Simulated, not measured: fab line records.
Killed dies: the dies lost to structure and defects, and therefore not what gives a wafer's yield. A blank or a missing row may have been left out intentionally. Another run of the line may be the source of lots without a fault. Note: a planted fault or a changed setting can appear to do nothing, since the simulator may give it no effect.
fab line records -- flow nandHarc
record lots=7, wafers=20, lastDay=33
route steps=1302 shown P_M1@311 P_M2@318 END@1302
lots untouched by any fault: they come from a run of this same line in which no faults occurred
startH: hours from the record's first day to the start of the lot's first wafer shown -- waitH: hours from the lot's prior step to this one -- " same as the row above -- L1.1+2: several wafers, shown together as one row -- - either no value or no given start -- * or withheld: withheld -- < > ~ a bound
route shown NAME@n: a module of which the file shows steps, and the number in the route of the first -- usual: mean and standard deviation over wafers with no fault -- same: alike in all rows -- chamber/n: place in a boat -- sites: each site's reading -- _std_site: the standard deviation of these -- _edge_site: the outer-site mean with the inner-site mean subtracted -- radiusMm: for every site, how far away it sits from the centre of the wafer -- mask NAME#n: copy n -- behind: tool/chamber where the wafer was last shaped -- hold: why the lot was held/for how many hours/how that ended -- device: the transistor (n, p or np) that didn't switch -- end of line: the same wafers' tests at the end of the route -- for a step that has no rows: nothing shown but its recipe -- killed: at the first sort, the dies lost to defects and structure; wafer yield is something else -- map: a wafer's dies, marking killed ones x, the rest . and places with no die _
set.NAME: setting as actually run; set.NAME@STEP: the setting as run at that earlier step -- model.NAME: the simulator's own value behind a step, which no gauge read
lots seen at some steps along the route; tables by step, rows by wafer
services: when a tool's chamber went out of use (startH, in hours from the record's first day, below 0 if earlier), for how many hours, and the reason
## steps
# step NHARC_P_M1_CMP_23
# recipe tOverpolishS=20, targetThkNm=157.82
# usual motorCurrentA=11.8/0.84, timeToEndpointS=29.3/2.2
lot.wafer,tool,chamber,startH,waitH,motorCurrentA,timeToEndpointS
L490.2,cmp-01,3,139.66,-,13.1,28.0
L490.4,cmp-01,0,139.66,-,11.3,28.2
L490.5,cmp-01,1,139.66,-,11.0,31.5
L497.3,cmp-03,3,223.79,-,11.6,31.4
L497.1,cmp-03,1,223.79,-,13.6,31.8
L497.5,cmp-03,0,223.79,-,12.0,30.0
L499.1,cmp-02,2,237.63,-,11.1,28.1
L499.4,cmp-02,1,237.63,-,12.5,30.8
L499.5,cmp-02,3,237.63,-,11.3,27.7
L500.4,cmp-02,1,243.10,-,13.4,32.4
L500.3,cmp-02,2,243.10,-,11.1,29.5
L500.5,cmp-02,2,243.10,-,10.7,30.4
L501.3,cmp-01,2,246.42,-,12.5,27.7
L501.4,cmp-01,1,246.42,-,10.8,28.4
L501.6,cmp-01,3,246.42,-,11.8,28.8
L502.3,cmp-02,2,254.44,-,11.3,30.8
L502.2,cmp-02,0,254.44,-,11.0,27.5
L511.4,cmp-03,1,354.59,-,13.3,25.9
L511.2,cmp-03,2,354.59,-,10.7,30.2
L511.5,cmp-03,0,354.59,-,12.1,27.0
# step NHARC_P_M1_THK_MEAS_24
# recipe thkMeasGauge=xrf
# usual thkNm=157.9/1.5
lot.wafer,tool,chamber,startH,waitH,thkNm
L490.2,filmMetro-02,-,139.92,-,157.3
L490.4,filmMetro-02,-,139.92,-,157.3
L490.5,filmMetro-02,-,139.92,-,156.2
L497.1,filmMetro-02,-,224.11,-,156.4
L497.3,filmMetro-02,-,224.11,-,156.6
L497.5,filmMetro-02,-,224.11,-,157.6
L499.1,filmMetro-02,-,237.94,-,160.0
L499.4,filmMetro-02,-,237.94,-,160.8
L499.5,filmMetro-02,-,237.94,-,160.6
L500.3,filmMetro-02,-,243.41,-,156.3
L500.4,filmMetro-02,-,243.41,-,159.1
L500.5,filmMetro-02,-,243.41,-,157.7
L501.3,filmMetro-01,-,246.73,-,154.8
L501.4,filmMetro-01,-,246.73,-,157.4
L501.6,filmMetro-01,-,246.73,-,156.4
L502.2,filmMetro-01,-,254.73,-,156.8
L502.3,filmMetro-01,-,254.73,-,158.3
L511.2,filmMetro-02,-,354.85,-,159.1
L511.4,filmMetro-02,-,354.85,-,158.4
L511.5,filmMetro-02,-,354.85,-,156.0
# step NHARC_P_M1_SRD_25
# step NHARC_P_M1_INSPECT_27
# usual rawDefectCount=290/93
lot.wafer,tool,chamber,startH,waitH,rawDefectCount
L490.2,defectInspect-01,-,140.08,0.0,225
L490.4,defectInspect-01,-,140.08,0.0,313
L490.5,defectInspect-01,-,140.08,0.0,279
L497.1,defectInspect-01,-,224.26,0.0,331
L497.3,defectInspect-01,-,224.26,0.0,217
L497.5,defectInspect-01,-,224.26,0.0,270
L499.1,defectInspect-02,-,238.10,0.0,265
L499.4,defectInspect-02,-,238.10,0.0,325
L499.5,defectInspect-02,-,238.10,0.0,222
L500.3,defectInspect-02,-,243.57,0.0,307
L500.4,defectInspect-02,-,243.57,0.0,244
L500.5,defectInspect-02,-,243.57,0.0,235
L501.3,defectInspect-01,-,246.89,0.0,226
L501.4,defectInspect-01,-,246.89,0.0,336
L501.6,defectInspect-01,-,246.89,0.0,186
L502.2,defectInspect-01,-,254.89,0.0,313
L502.3,defectInspect-01,-,254.89,0.0,439
L511.2,defectInspect-02,-,355.01,0.0,197
L511.4,defectInspect-02,-,355.01,0.0,142
L511.5,defectInspect-02,-,355.01,0.0,217
# step NHARC_P_M1_PRE_CLEAN_32
# recipe timeS=12, tempC=370, rfPowerW=300, gas=NH3
# usual heaterPowerW=674/69
lot.wafer,tool,chamber,startH,waitH,heaterPowerW
L490.2,pecvd-04,0,140.17,0.1,792
L490.4,pecvd-04,2,140.17,0.1,620
L490.5,pecvd-04,0,140.17,0.1,787
L497.3,pecvd-04,0,224.33,0.1,794
L497.1,pecvd-04,2,224.33,0.1,621
L497.5,pecvd-04,1,224.33,0.1,618
L499.1,pecvd-04,2,238.45,0.3,637
L499.4,pecvd-04,0,238.45,0.3,699
L499.5,pecvd-04,2,238.45,0.3,650
L500.3,pecvd-02,1,243.64,0.1,774
L500.5,pecvd-02,1,243.64,0.1,788
L500.4,pecvd-02,2,243.64,0.1,623
L501.3,pecvd-03,1,246.98,0.1,730
L501.4,pecvd-03,2,246.98,0.1,616
L501.6,pecvd-03,0,246.98,0.1,706
L502.2,pecvd-03,0,254.97,0.1,745
L502.3,pecvd-03,1,254.97,0.1,680
L511.2,pecvd-04,0,355.09,0.1,755
L511.4,pecvd-04,0,355.09,0.1,738
L511.5,pecvd-04,1,355.09,0.1,664
# step NHARC_P_M1_DEP_33
# recipe targetThkA=300, tempC=370, targetThkNm=30, pressureTorr=3, flowSccm=200, rfW=450, material=SiCN
# usual heaterPowerW=619/71
lot.wafer,tool,chamber,startH,waitH,heaterPowerW
L490.2,pecvd-04,0,140.33,0.1,683
L490.4,pecvd-04,2,140.33,0.1,600
L490.5,pecvd-04,0,140.33,0.1,675
L497.3,pecvd-04,0,224.41,0.1,653
L497.1,pecvd-04,2,224.41,0.1,667
L497.5,pecvd-04,1,224.41,0.1,612
L499.1,pecvd-04,2,238.59,0.1,607
L499.4,pecvd-04,0,238.59,0.1,639
L499.5,pecvd-04,2,238.59,0.1,614
L500.3,pecvd-02,1,243.72,0.1,809
L500.5,pecvd-02,1,243.72,0.1,781
L500.4,pecvd-02,2,243.72,0.1,457
L501.3,pecvd-03,1,247.12,0.1,613
L501.4,pecvd-03,2,247.12,0.1,577
L501.6,pecvd-03,0,247.12,0.1,698
L502.2,pecvd-03,0,255.07,0.1,680
L502.3,pecvd-03,1,255.07,0.1,639
L511.2,pecvd-04,0,355.20,0.1,707
L511.4,pecvd-04,0,355.20,0.1,719
L511.5,pecvd-04,1,355.20,0.1,508
# step NHARC_P_M2_DEP_00
# recipe targetThkA=1825, targetThkNm=182.5, tempC=withheld, pressureTorr=5, flowSccm=200, rfW=600, material=SiOC
# step NHARC_P_M2_DEHYDRATE_01
# recipe tempC=150, timeS=120
# step NHARC_P_M2_HMDS_02
# recipe timeS=30
# step NHARC_P_M2_COAT_34
# recipe tempC=200, timeS=65
# step NHARC_P_M2_COAT_03
# recipe spinRpm=1500, resistThkNm=90
# step NHARC_P_M2_SOFTBAKE_04
# recipe tempC=105, timeS=55
# usual heaterPowerTotalW=188.46/0.15
lot.wafer,tool,chamber,startH,waitH,heaterPowerTotalW
L490.2,lithoTrack-06,0,141,-,188.62
L490.4,lithoTrack-06,0,141,-,188.27
L490.5,lithoTrack-06,0,141,-,188.55
L497.1,lithoTrack-06,0,225,-,188.42
L497.3,lithoTrack-06,0,225,-,188.42
L497.5,lithoTrack-06,0,225,-,188.38
L499.1,lithoTrack-06,0,239,-,188.46
L499.4,lithoTrack-06,0,239,-,212.57
L499.5,lithoTrack-06,0,239,-,188.24
L500.3,lithoTrack-06,0,244,-,188.38
L500.4,lithoTrack-06,0,244,-,212.87
L500.5,lithoTrack-06,0,244,-,188.53
L501.3,lithoTrack-01,0,247,-,188.44
L501.4,lithoTrack-01,0,247,-,188.77
L501.6,lithoTrack-01,0,247,-,188.32
L502.2,lithoTrack-06,0,255,-,212.58
L502.3,lithoTrack-06,0,255,-,188.35
L511.2,lithoTrack-01,0,355,-,188.43
L511.4,lithoTrack-01,0,355,-,188.25
L511.5,lithoTrack-01,0,355,-,188.37
# step NHARC_P_M2_EBR_05
# step NHARC_END_SORT_01
# recipe tempC=25
# usual defectLimitedYield=90.6/2.3, killedAtArray=59/16, killedAtOther=0.8/1.1, killedAtPeriphery=3.6/2.4, killedDies=64/16, killedOpen=3.4/1.8, killedShort=2.5/1.6
# same grossDies=677
lot.wafer,tool,chamber,startH,waitH,defectLimitedYield[%],killedAtArray,killedAtOther,killedAtPeriphery,killedDies,killedOpen,killedShort
L490.2,prober-01,0,581.51,2.8,89.4,67,2,3,72,7,3
L490.4,prober-01,0,583.12,3.4,90.7,62,0,1,63,4,3
L490.5,prober-01,0,583.93,3.7,86.7,88,0,2,90,6,6
L497.1,prober-02,0,660.07,2.5,90.8,53,0,9,62,1,3
L497.3,prober-02,0,661.66,3.1,88.2,67,4,9,80,3,3
L497.5,prober-02,0,663.25,3.7,91.1,52,1,7,60,2,3
L502.2,prober-02,0,683.13,2.8,91.9,49,1,5,55,3,4
L502.3,prober-02,0,683.92,3.1,91.6,50,2,5,57,0,4
L499.1,prober-02,0,697.89,2.5,88.8,74,0,2,76,1,4
L499.4,prober-02,0,700.32,3.4,90.8,60,2,0,62,0,1
L499.5,prober-02,0,701.13,3.7,86.3,88,0,5,93,5,2
# killed by level:class
L490.2 A_CHANNEL_HOLE_D2:chamberFilmFlake=27 A_CHANNEL_HOLE_D1:chamberFilmFlake=22 A_STAIRCASE:chamberFilmFlake=5 A_CONTACT:chamberFilmFlake=3 A_ONON_D2:geometricParticle:open=2 A_BLC:geometricParticle:open=2 A_DECK1_JOINT:chamberFilmFlake=2 THIN_TSV:chamberFilmFlake=2
L490.4 A_CHANNEL_HOLE_D1:chamberFilmFlake=24 A_CHANNEL_HOLE_D2:chamberFilmFlake=22 A_CONTACT:chamberFilmFlake=4 A_CHANNEL_FILL_D1:chamberFilmFlake=3 A_CHANNEL_FILL_D1:geometricParticle:short=2 A_STAIRCASE:chamberFilmFlake=2 P_CONTACT:geometricParticle:open=1 A_DECK1_JOINT:geometricParticle:open=1
L490.5 A_CHANNEL_HOLE_D1:chamberFilmFlake=36 A_CHANNEL_HOLE_D2:chamberFilmFlake=34 A_CONTACT:chamberFilmFlake=5 A_WL_FILL:geometricParticle:short=2 A_WL_FILL:geometricParticle:open=2 A_CHANNEL_FILL_D1:chamberFilmFlake=2 P_STI:geometricParticle:open=1 P_CONTACT:geometricParticle:short=1
L497.1 A_SLIT:chamberFilmFlake=30 A_CHANNEL_HOLE_D2:chamberFilmFlake=13 P_CONTACT:chamberFilmFlake=8 A_CHANNEL_HOLE_D1:chamberFilmFlake=3 A_CONTACT:chamberFilmFlake=3 A_ONON_D2:geometricParticle:short=1 A_CHANNEL_FILL_D2:geometricParticle:short=1 A_CHANNEL_FILL_D2:geometricParticle:open=1
L497.3 A_SLIT:chamberFilmFlake=36 A_CHANNEL_HOLE_D2:chamberFilmFlake=11 P_CONTACT:chamberFilmFlake=8 A_CHANNEL_HOLE_D1:chamberFilmFlake=7 THIN_TSV:chamberFilmFlake=4 A_STAIRCASE:chamberFilmFlake=3 A_CONTACT:chamberFilmFlake=3 A_SOURCE_PLATE:geometricParticle:open=1
L497.5 A_SLIT:chamberFilmFlake=25 A_CHANNEL_HOLE_D2:chamberFilmFlake=12 P_CONTACT:chamberFilmFlake=6 A_CHANNEL_HOLE_D1:chamberFilmFlake=6 A_CONTACT:chamberFilmFlake=2 P_GATE:geometricParticle:short=1 A_CHANNEL_HOLE_D2:geometricParticle:short=1 A_CHANNEL_FILL_D2:geometricParticle:open=1
L502.2 A_SLIT:chamberFilmFlake=31 A_CHANNEL_HOLE_D1:chamberFilmFlake=7 A_WL_FILL:geometricParticle:short=3 P_STI:chamberFilmFlake=3 A_CONTACT:chamberFilmFlake=3 P_M0:geometricParticle:open=1 A_ONON_D1:geometricParticle:open=1 A_CHANNEL_FILL_D1:geometricParticle:short=1
L502.3 A_SLIT:chamberFilmFlake=30 A_CHANNEL_HOLE_D1:chamberFilmFlake=9 A_CONTACT:chamberFilmFlake=6 P_STI:chamberFilmFlake=4 A_WL_FILL:geometricParticle:short=2 A_ONON_D1:geometricParticle:short=1 A_ONON_D2:geometricParticle:short=1 P_M1:chamberFilmFlake=1
L499.1 A_SLIT:chamberFilmFlake=34 A_CHANNEL_HOLE_D1:chamberFilmFlake=30 A_CONTACT:chamberFilmFlake=3 P_M0:chamberFilmFlake=2 A_SOURCE_PLATE:geometricParticle:short=1 A_DECK1_JOINT:geometricParticle:short=1 A_CHANNEL_FILL_D2:geometricParticle:short=1 A_SGD_CUT:geometricParticle:short=1
L499.4 A_CHANNEL_HOLE_D1:chamberFilmFlake=27 A_SLIT:chamberFilmFlake=26 A_STAIRCASE:chamberFilmFlake=2 A_CHANNEL_FILL_D1:chamberFilmFlake=2 A_CONTACT:chamberFilmFlake=2 THIN_TSV:chamberFilmFlake=2 A_CONTACT:geometricParticle:short=1
L499.5 A_SLIT:chamberFilmFlake=40 A_CHANNEL_HOLE_D1:chamberFilmFlake=38 P_M0:chamberFilmFlake=2 A_DECK1_JOINT:chamberFilmFlake=2 A_WL_FILL:chamberFilmFlake=2 P_GATE:geometricParticle:open=1 P_M0:geometricParticle:open=1 A_CHANNEL_HOLE_D1:geometricParticle:open=1
## services
tool,chamber,startH,hours,kind
pecvd-03,1,117.70,6.1,repair
pecvd-04,2,126.83,2.4,repair
cmp-02,-,127.11,0.5,repair
pecvd-04,1,133.09,7.7,repair
cmp-02,-,135.10,4.0,pm
cmp-03,-,154.21,0.9,repair
lithoTrack-01,-,155.00,7.0,pm
cmp-03,-,162.00,4.0,pm
pecvd-03,1,172.74,5.0,repair
cmp-02,-,175.77,1.1,repair
lithoTrack-06,-,179.00,7.0,pm
cmp-01,-,183.76,0.3,repair
pecvd-03,-,185.54,13.0,pm
cmp-01,-,204.01,4.0,pm
pecvd-02,-,227.24,13.0,pm
cmp-02,-,233.10,4.0,pm
cmp-01,-,234.56,4.3,repair
pecvd-04,1,261.40,6.8,repair
pecvd-04,-,269.37,13.0,pm
pecvd-03,-,299.93,0.6,repair
cmp-02,-,331.10,4.0,pm
cmp-02,-,339.84,4.4,repair
cmp-02,-,347.88,0.9,repair
lithoTrack-06,-,354.00,7.0,pm
## key
firstSign step=NHARC_P_M2_SOFTBAKE_04, reading=heaterPowerTotalW, direction=up, sigmas=99+, usual=*, struck=*
effect none on later readings
metAt NHARC_P_M2_SOFTBAKE_04
struckWafers L499.4,L500.4,L502.2
onsetBetween 225 239
fault kind=processParameterDrift, tool=lithoTrack-06, chamber=-, onsetH=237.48, steps=NHARC_P_M2_SOFTBAKE_04, channel=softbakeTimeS, offset=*, shape=step, endH=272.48, scope=struckWafersOnly, actsIn=*, stated=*
